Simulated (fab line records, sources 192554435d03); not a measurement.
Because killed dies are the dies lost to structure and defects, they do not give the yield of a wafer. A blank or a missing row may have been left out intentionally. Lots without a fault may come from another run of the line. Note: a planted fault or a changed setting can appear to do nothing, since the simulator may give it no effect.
Shared-tool check | flow n5_finfet | 12 lots and 36 wafers in the sample

THE REASON FOR OPENING IT
On 2 of the 12 lots, a flag is raised at N5_BEOL_M10_CD_MEAS_28 on the reading cd_nm. No-fault wafers: 70.0 nm, standard deviation 0.86.
Rule: flag the lot when none of its wafers has a number, or when each of its wafers that has one lies beyond 4 standard deviations from that mean. The other lots count as sound.

lot  | measured     | on        | cd_nm (nm), wafer by wafer | flag
L734 | day 10 20:20 | cd_sem-02 | 70.0 70.0 70.2             |
L735 | day 11 06:34 | cd_sem-02 | 69.7 70.3 70.2             |
L738 | day 11 17:49 | cd_sem-03 | 70.3 70.2 70.4             |
L736 | day 11 20:38 | cd_sem-03 | 70.2 70.0 69.8             |
L739 | day 11 23:17 | cd_sem-02 | 71.3 70.2 70.3             |
L742 | day 13 04:02 | cd_sem-03 | 70.2 69.8 69.3             |
L745 | day 13 08:25 | cd_sem-02 | 69.9 69.0 69.7             |
L747 | day 14 16:22 | cd_sem-03 | 80.1 79.4 81.1             | FLAGGED
L750 | day 14 23:15 | cd_sem-02 | 79.6 79.9 79.7             | FLAGGED
L752 | day 15 08:16 | cd_sem-03 | 69.4 68.3 69.0             |
L753 | day 15 19:25 | cd_sem-01 | 70.5 70.8 71.5             |
L754 | day 15 21:28 | cd_sem-02 | 69.6 70.8 70.0             |
On average the flagged lots' numbers are 80.0 nm, which is +10.0 nm against the usual, or +12 standard deviations.

EACH LOT AND THE TOOL IT RAN ON
The record holds 3 process steps before the reading, out of a route of 1938 steps. Cell contents, in order: the tool; ch with the chambers the sampled wafers went through; the start.
lot  | flag    | N5_BEOL_M10_HM_DEP_02        | N5_BEOL_M10_DESCUM_16              | N5_BEOL_M10_EXPOSE_25
L734 |         | pvd_sputter-03, day 10 16:48 | rie_diel-05 ch 2,3, day 10 18:22   | arfi_scanner-02 ch 0, day 10 20:13
L735 |         | pvd_sputter-01, day 11 04:10 | rie_diel-02 ch 0,1,2, day 11 04:46 | arfi_scanner-02 ch 0, day 11 06:28
L738 |         | pvd_sputter-03, day 11 16:22 | rie_diel-02 ch 0,3, day 11 16:56   | arfi_scanner-02 ch 0, day 11 17:41
L736 |         | pvd_sputter-03, day 11 18:06 | rie_diel-01 ch 0,1, day 11 18:41   | arfi_scanner-01 ch 0, day 11 20:31
L739 |         | pvd_sputter-03, day 11 20:20 | rie_diel-01 ch 0,1, day 11 21:05   | arfi_scanner-01 ch 0, day 11 23:10
L742 |         | pvd_sputter-01, day 13 01:00 | rie_diel-02 ch 0,2, day 13 01:27   | arfi_scanner-02 ch 0, day 13 03:55
L745 |         | pvd_sputter-01, day 13 05:40 | rie_diel-02 ch 0,1,2, day 13 06:07 | arfi_scanner-02 ch 0, day 13 08:17
L747 | FLAGGED | pvd_sputter-03, day 14 15:01 | rie_diel-05 ch 0,1, day 14 15:28   | arfi_scanner-02 ch 0, day 14 16:14
L750 | FLAGGED | pvd_sputter-02, day 14 20:09 | rie_diel-01 ch 0,1,2, day 14 20:54 | arfi_scanner-02 ch 0, day 14 23:08
L752 |         | pvd_sputter-03, day 15 06:48 | rie_diel-01 ch 0,2, day 15 07:23   | arfi_scanner-01 ch 0, day 15 08:08
L753 |         | pvd_sputter-02, day 15 16:57 | rie_diel-02 ch 0,2,3, day 15 17:32 | arfi_scanner-01 ch 0, day 15 19:17
L754 |         | pvd_sputter-01, day 15 20:01 | rie_diel-01 ch 0,2,3, day 15 20:35 | arfi_scanner-03 ch 0, day 15 21:20
These steps, and what they do:
- N5_BEOL_M10_HM_DEP_02: deposits TiN, target thk 20 nm.
- N5_BEOL_M10_DESCUM_16: chemistry O2, time 7.9 s.
- N5_BEOL_M10_EXPOSE_25: exposes mask V9.
- N5_BEOL_M10_CD_MEAS_28: target cd 70 nm.

FLAGGED OVER TOTAL, TOOL BY TOOL (the gauges that took the reading come last)
step                   | tool            | lots run | flagged | share of the flagged lots | sound lots run after its first flagged lot
N5_BEOL_M10_HM_DEP_02  | pvd_sputter-01  | 4        | 0       | none                      | -
N5_BEOL_M10_HM_DEP_02  | pvd_sputter-02  | 2        | 1       | some                      | 1 (L753)
N5_BEOL_M10_HM_DEP_02  | pvd_sputter-03  | 6        | 1       | some                      | 1 (L752)
N5_BEOL_M10_DESCUM_16  | rie_diel-01     | 5        | 1       | some                      | 2 (L752,L754)
N5_BEOL_M10_DESCUM_16  | rie_diel-02     | 5        | 0       | none                      | -
N5_BEOL_M10_DESCUM_16  | rie_diel-05     | 2        | 1       | some                      | 0
N5_BEOL_M10_EXPOSE_25  | arfi_scanner-01 | 4        | 0       | none                      | -
N5_BEOL_M10_EXPOSE_25  | arfi_scanner-02 | 7        | 2       | all                       | 0
N5_BEOL_M10_EXPOSE_25  | arfi_scanner-03 | 1        | 0       | none                      | -
N5_BEOL_M10_CD_MEAS_28 | cd_sem-01       | 1        | 0       | none                      | -
N5_BEOL_M10_CD_MEAS_28 | cd_sem-02       | 6        | 1       | some                      | 1 (L754)
N5_BEOL_M10_CD_MEAS_28 | cd_sem-03       | 5        | 1       | some                      | 1 (L752)

WHAT THE TABLE ALLOWS
Rows of the table that ran each flagged lot: 1, that is arfi_scanner-02 at N5_BEOL_M10_EXPOSE_25.
- arfi_scanner-02 at N5_BEOL_M10_EXPOSE_25: 2 of its 7 lots flagged. A fault beginning between L745 (day 13 08:17), its last sound lot, and L747 (day 14 16:14), its first flagged one, fits the data. Its own readings (exposure_dose_mJ_cm2) fall more than 4 standard deviations out on all wafers of the flagged lots.
Left over: one tool, arfi_scanner-02 at N5_BEOL_M10_EXPOSE_25.

WHAT HAD BEEN PUT IN BY THE SIMULATOR
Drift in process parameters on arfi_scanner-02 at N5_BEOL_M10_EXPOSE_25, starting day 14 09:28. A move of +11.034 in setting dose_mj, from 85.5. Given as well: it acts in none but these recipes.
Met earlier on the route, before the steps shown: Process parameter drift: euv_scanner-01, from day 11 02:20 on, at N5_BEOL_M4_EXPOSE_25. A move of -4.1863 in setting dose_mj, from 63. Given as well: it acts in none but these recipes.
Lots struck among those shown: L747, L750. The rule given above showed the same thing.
